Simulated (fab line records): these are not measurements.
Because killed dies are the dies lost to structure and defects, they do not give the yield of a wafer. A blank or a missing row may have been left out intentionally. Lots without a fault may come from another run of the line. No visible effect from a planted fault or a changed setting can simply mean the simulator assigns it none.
Struck lot and sound lot, side by side | flow n5Finfet | 39 out of 1938 route steps
Sound: these wafers, L443.4, L443.5, L443.6. Struck: wafers L435.2, L435.4. (L435.3 of the same lot was not struck and is left out.) The cause comes at the end.
At each step with rows: each side's tool, then ch and its chambers, then its first start. Under that, the readings that differ: sound wafers | struck wafers | difference of the means | sigmas: that difference in standard deviations of wafers without a fault.
alike: readings with means less than 2 such deviations apart, plus words and numbers identical on both sides. not compared: withheld readings, readings lacking a value on some wafer, bounds such as >300 that could conceal the same value, and numbers that have no deviation in the record and whose values overlap.
Wherever a step has rows on one side only, a row that says differs or no value, or a row with sigmas, the two part there. When numbers do not overlap yet have no deviation, they are printed without sigmas and do not part them. A reading that every wafer of one side lacks parts them only if that side has two wafers or more.

first, 11 steps without rows for these wafers: N5_BEOL_M0_ANNEAL_117 (time 60 s); N5_BEOL_M0_SPUTTER_132 (material Cu, target thk 4 nm, time 7.37 s); N5_BEOL_M0_ANNEAL_133 (time 60 s); N5_BEOL_M0_SPUTTER_134 (material Cu, target thk 4 nm, time 7.37 s); N5_BEOL_M0_ANNEAL_135 (time 60 s); N5_BEOL_M0_SPUTTER_141 (material Cu, target thk 4 nm, time 7.37 s); N5_BEOL_M0_ECD_118 (material Cu, target thk 300 nm); N5_BEOL_M0_ANNEAL_119 (time 90 s); N5_BEOL_M0_CMP_120 (polishes, stops on SiOC, t overpolish 6.9 s); N5_BEOL_M0_PRE_CLEAN_131 (time 15 s); N5_BEOL_M0_CO_CAP_123 (material Co, precursor CCTBA/H2, target thk 2 nm, time 102.1 s).
N5_BEOL_M0_PRE_CLEAN_124: time 15 s.
  sound on pecvd-02 ch 0,1,2, day 12 00:47; struck on pecvd-03 ch 0,1, day 9 20:36
then, 1 step without rows for these wafers: N5_BEOL_M0_DEP_125 (deposits SiCN from 3MS/NH3, target thk 8 nm, time 14 s).
N5_BEOL_M0_INSPECT_127: inspects for defects (darkfield).
  sound on defectInspect-01 at day 12 00:54; struck on defectInspect-02 at day 9 20:44
reading        | sound    | struck    | difference | sigmas
rawDefectCount | 68 83 84 | 1154 1102 | +1050      | +44
then, 12 steps without rows for these wafers: N5_BEOL_M1_ILD_DEP_00 (deposits SiOC from DEMS/O2, target thk 79 nm, time 15.3 s); N5_BEOL_M1_PECVD_72 (deposits SiO2 from TEOS/O2, target thk 16 nm, time 18 s); N5_BEOL_M1_HM_DEP_02 (deposits TiN, target thk 20 nm); N5_BEOL_M1_COAT_61 (time 60 s, resist thk 60 nm); N5_BEOL_M1_COAT_62 (time 60 s, resist thk 12 nm); N5_BEOL_M1_COAT_73 (time 60 s, resist thk 5 nm); N5_BEOL_M1_COAT_05 (resist thk 30 nm); N5_BEOL_M1_EBR_07; N5_BEOL_M1_SOFTBAKE_06 (time 60 s); N5_BEOL_M1_EXPOSE_08 (exposes mask M1); N5_BEOL_M1_PEB_09 (peb time 60 s); N5_BEOL_M1_DEVELOP_10 (develop time 30 s).
N5_BEOL_M1_INSPECT_13: inspects for defects (brightfield).
  sound on defectInspect-02 at day 12 03:24; struck on defectInspect-01 at day 9 21:53
reading        | sound       | struck    | difference | sigmas
rawDefectCount | 433 571 369 | 1557 1358 | +1000      | +11
then, 9 steps without rows for these wafers: N5_BEOL_M1_DESCUM_16 (chemistry O2, time 7 s); N5_BEOL_M1_ETCH_74 (etches underlayer in N2/H2, target depth 6.5 nm, time 5.2 s); N5_BEOL_M1_ETCH_63 (etches SiARC in CF4, target depth 15.6 nm, time 26 s); N5_BEOL_M1_ETCH_64 (etches SOC in N2/H2, target depth 75 nm, overetch 15 nm, time 112.5 s); N5_BEOL_M1_STRIP_65 (strips in N2/H2); N5_BEOL_M1_STRIP_75 (strips in N2/H2); N5_BEOL_M1_STRIP_66 (strips in CF4); N5_BEOL_M1_HM_OPEN_17 (chemistry Cl2/BCl3, target TiN, target depth 20 nm, overetch 6 nm); N5_BEOL_M1_STRIP_19 (strips in O2).
N5_BEOL_M1_INSPECT_30: inspects for defects (brightfield).
  sound on defectInspect-02 at day 12 04:31; struck on defectInspect-01 at day 9 22:53
reading        | sound       | struck    | difference | sigmas
rawDefectCount | 434 561 373 | 1549 1398 | +1018      | +11
N5_BEOL_M4_RC_MEAS_101:
  sound on prober-02 ch 0, day 14 08:32; struck on prober-02 ch 0, day 11 20:33
  alike: DIBL_N, DIBL_P, IOFF_N, IOFF_P, ION_N, ION_P, SS_N, SS_P, VT_N, VT_P
-- record jumps: 5 days separate the struck wafers' starts on either side; left off in module BEOL_M4, taken up again in module PASSIVATION, whose first shown step is the route's number 1936 --
N5_PASSIVATION_PROBE_49:
  record: rows for the struck wafers here (prober-02, day 16 09:25), none for the sound ones

WHERE THEY PART
At N5_BEOL_M0_INSPECT_127 first; at N5_PASSIVATION_PROBE_49 last (within this record only).

WHY: what the simulator had put in
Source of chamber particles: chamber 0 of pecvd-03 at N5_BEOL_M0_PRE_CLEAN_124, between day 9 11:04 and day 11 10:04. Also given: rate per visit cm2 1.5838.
